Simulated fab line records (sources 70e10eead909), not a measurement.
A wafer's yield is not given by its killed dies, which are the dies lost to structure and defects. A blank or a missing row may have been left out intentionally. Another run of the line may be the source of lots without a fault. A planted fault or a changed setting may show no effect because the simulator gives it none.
The tool behind it: which one?    flow nand harc    30 wafers from 10 lots sampled at 9 of the route's 1302 steps

WHAT EACH GAUGE READ, for each wafer
NHARC_A_ONON_D1_THK_MEAS_14: measures by ellipsometry.
lot   measured      on             thk nm (nm)
L259  day 8 08:47   film metro-02  999 1002 1002
L261  day 9 07:58   film metro-01  1010 1010 1012
L263  day 9 17:02   film metro-01  997 997 999
L269  day 12 08:59  film metro-02  1016 1015 1017
L270  day 12 18:28  film metro-02  998 996 996
L272  day 13 16:14  film metro-02  986 988 987
L273  day 14 00:05  film metro-02  988 988 988
L276  day 15 04:20  film metro-02  1006 1008 1005
L278  day 16 02:28  film metro-01  1009 1009 1008
L281  day 17 11:11  film metro-02  991 993 992

NHARC_A_ONON_D1_THK_MEAS_30: measures by ellipsometry.
lot   measured      on             thk nm (nm)
L259  day 8 19:06   film metro-01  1015 1014 1017
L261  day 9 17:49   film metro-02  999 999 1000
L263  day 10 03:01  film metro-02  1003 1003 1002
L269  day 12 21:50  film metro-02  992 993 993
L270  day 13 04:35  film metro-01  983 982 981
L272  day 14 04:44  film metro-02  1002 1002 1002
L273  day 14 13:13  film metro-01  1002 1001 1002
L276  day 15 14:24  film metro-01  1004 1005 1002
L278  day 16 13:20  film metro-02  993 994 993
L281  day 17 21:32  film metro-02  999 1000 1000

NHARC_A_CHANNEL_HOLE_D1_CD_MEAS_10: the cd target is 100 nm.
lot   measured      on         cd nm (nm)
L259  day 8 22:14   cd sem-02  100.2 100.8 99.9
L261  day 9 21:05   cd sem-01  100.4 100.0 100.9
L263  day 10 06:29  cd sem-02  100.4 100.1 100.1
L269  day 13 01:07  cd sem-03  85.3 85.1 84.6 84.8 84.7 84.6
L270  day 13 07:45  cd sem-01  87.4 87.6 88.6 87.6 87.5 88.3
L272  day 14 07:53  cd sem-01  91.1 89.9 90.4 91.1 90.0 90.4
L273  day 14 20:26  cd sem-03  89.5 90.6 89.8 89.2 90.9 89.8
L276  day 15 17:42  cd sem-02  99.5 100.7 100.5
L278  day 16 19:10  cd sem-01  100.4 100.7 100.4
L281  day 18 01:17  cd sem-03  100.7 99.8 100.3

NHARC_A_CHANNEL_HOLE_D1_CD_MEAS_18.
lot   measured      on         cd nm (nm)
L259  day 8 23:44   cd sem-01  93 99 98
L261  day 9 22:23   cd sem-02  95 98 105
L263  day 10 07:47  cd sem-02  100 98 96
L269  day 13 09:52  cd sem-01  88 81 86 89 81 86
L270  day 13 12:32  cd sem-02  80 95 85 80 95 85
L272  day 14 12:11  cd sem-01  92 87 95 92 87 94
L273  day 15 00:09  cd sem-03  86 93 95 86 93 95
L276  day 15 18:59  cd sem-02  100 102 102
L278  day 16 20:28  cd sem-02  106 101 104
L281  day 18 02:35  cd sem-03  95 101 95

NHARC_A_CHANNEL_HOLE_D1_CD_MEAS_30.
lot   measured      on         cd nm (nm)
L259  day 9 05:20   cd sem-03  89.5 92.8 87.1
L261  day 10 03:59  cd sem-03  91.4 91.9 93.0
L263  day 10 16:07  cd sem-01  93.7 91.7 92.0
L269  day 13 22:51  cd sem-01  74.5 77.5 78.2 74.2 77.3 78.1
L270  day 13 22:52  cd sem-03  79.0 76.8 82.2 78.6 76.9 81.7
L272  day 15 06:17  cd sem-03  83.7 81.1 78.5 83.7 81.6 78.6
L273  day 15 12:08  cd sem-02  77.6 80.8 80.1 77.9 80.3 80.3
L276  day 16 00:34  cd sem-03  91.1 93.6 95.2
L278  day 17 02:08  cd sem-01  90.7 93.2 94.4
L281  day 18 10:06  cd sem-02  89.9 89.2 90.0

NHARC_END_SORT_01.
lot   measured      on         killed at array  killed at other  killed at periphery  killed dies  killed open  killed short
L269  day 29 04:56  prober-02  124 216 207      6 3 5            1 1 4                131 220 216  3 2 3        0 4 5
L270  day 29 12:46  prober-02  166 45 124       2 1 1            3 2 1                171 48 126   2 5 3        3 8 3
L272  day 29 11:35  prober-01  60 63 68         1 1 4            2 4 3                63 68 75     2 1 4        1 2 0
L273  day 30 14:38  prober-02  80 60 86         2 0 0            3 1 4                85 61 90     3 3 4        1 2 3

WHICH TOOL RAN EACH LOT (tool, then ch and the chambers of the sampled wafers, then the start)
lot   NHARC_A_CHANNEL_HOLE_D1_DEP_01   NHARC_A_CHANNEL_HOLE_D1_EXPOSE_07   NHARC_A_CHANNEL_HOLE_D1_XSEM_31
L259  pecvd-04 ch 0,2, day 8 21:37     arfi scanner-01 ch 0, day 8 22:05   xsem-02 ch 0, day 9 05:26
L261  pecvd-02 ch 0,2, day 9 20:26     arfi scanner-01 ch 0, day 9 20:57   xsem-02 ch 0, day 10 04:04
L263  pecvd-03 ch 1,2, day 10 05:48    arfi scanner-03 ch 0, day 10 06:21  xsem-02 ch 0, day 10 16:12
L269  pecvd-03 ch 0,1,2, day 13 00:25  arfi scanner-01 ch 0, day 13 00:58  xsem-02 ch 0, day 14 00:43
L270  pecvd-03 ch 1,2, day 13 07:11    arfi scanner-01 ch 0, day 13 07:37  xsem-01 ch 0, day 14 01:29
L272  pecvd-02 ch 1,2, day 14 07:18    arfi scanner-01 ch 0, day 14 07:45  xsem-02 ch 0, day 15 08:46
L273  pecvd-02 ch 0,2, day 14 19:45    arfi scanner-01 ch 0, day 14 20:19  xsem-02 ch 0, day 15 16:25
L276  pecvd-03 ch 0,1,2, day 15 17:00  arfi scanner-03 ch 0, day 15 17:34  xsem-01 ch 0, day 16 00:40
L278  pecvd-02 ch 0,1,2, day 16 18:27  arfi scanner-02 ch 0, day 16 19:02  xsem-02 ch 0, day 17 02:14
L281  pecvd-03 ch 0,1,2, day 18 00:34  arfi scanner-02 ch 0, day 18 01:09  xsem-01 ch 0, day 18 10:11
- NHARC_A_CHANNEL_HOLE_D1_DEP_01: deposits SiON, target thk 140 nm.
- NHARC_A_CHANNEL_HOLE_D1_EXPOSE_07: exposes mask HOLE D1, target cd 100 nm.
- NHARC_A_CHANNEL_HOLE_D1_XSEM_31

WHAT THE TOOLS THEMSELVES READ (means of the sampled wafers that have a number; where no wafer has one, the mark that the record gives instead)
NHARC_A_CHANNEL_HOLE_D1_DEP_01.
lot   tool      heater power w (W)
L259  pecvd-04  653
L261  pecvd-02  820
L263  pecvd-03  683
L269  pecvd-03  767
L270  pecvd-03  639
L272  pecvd-02  809
L273  pecvd-02  805
L276  pecvd-03  701
L278  pecvd-02  833
L281  pecvd-03  730

NHARC_A_CHANNEL_HOLE_D1_EXPOSE_07.
lot   tool             exposure dose mJ cm2  reticle temp C (C)
L259  arfi scanner-01  59.79                 23.06
L261  arfi scanner-01  59.79                 23.12
L263  arfi scanner-03  59.61                 22.93
L269  arfi scanner-01  43.20                 23.15
L270  arfi scanner-01  46.62                 22.93
L272  arfi scanner-01  49.17                 22.90
L273  arfi scanner-01  49.07                 23.15
L276  arfi scanner-03  59.52                 23.00
L278  arfi scanner-02  59.59                 23.00
L281  arfi scanner-02  59.54                 23.01

NHARC_A_CHANNEL_HOLE_D1_XSEM_31.
lot   tool     bot cd nm (nm)  bow nm (nm)  tilt deg (degrees)
L259  xsem-02  75.5            9.0          0.09
L261  xsem-02  77.4            8.8          0.04
L263  xsem-02  76.6            9.1          0.09
L269  xsem-02  61.4            8.4          0.07
L270  xsem-01  63.6            7.9          0.10
L272  xsem-02  65.5            8.6          0.15
L273  xsem-02  63.8            8.8          0.12
L276  xsem-01  77.0            8.3          0.14
L278  xsem-02  77.4            8.8          0.08
L281  xsem-01  75.2            9.1          0.09

THE ANSWER, worked out from the rows above alone
Rule: usual is defined by the lots themselves. The widest of any qualifying gaps counts: lots, ordered by their means at a reading, are off when they make up no more than a third of the lots, leave a main group of 4 or more, and stand apart from it by 3 or more times the standard deviation of that group's means. If all means in a main group match to the digits the tables above print for the reading, that group is not used. Also off: a lot with no number at a reading for which 4 or more lots have one. Any other lot the step has rows for is counted as sound. Order of review: gauges by route order, followed by the tools' own readings, for which a lot's mean as printed above is used. At the first step where some lot is off, the reading lying furthest off is the one used; lots without a number count as furthest.
Across all readings shown, no lot is off: no conclusion can be drawn from this.

WHAT THE SIMULATOR PUT IN
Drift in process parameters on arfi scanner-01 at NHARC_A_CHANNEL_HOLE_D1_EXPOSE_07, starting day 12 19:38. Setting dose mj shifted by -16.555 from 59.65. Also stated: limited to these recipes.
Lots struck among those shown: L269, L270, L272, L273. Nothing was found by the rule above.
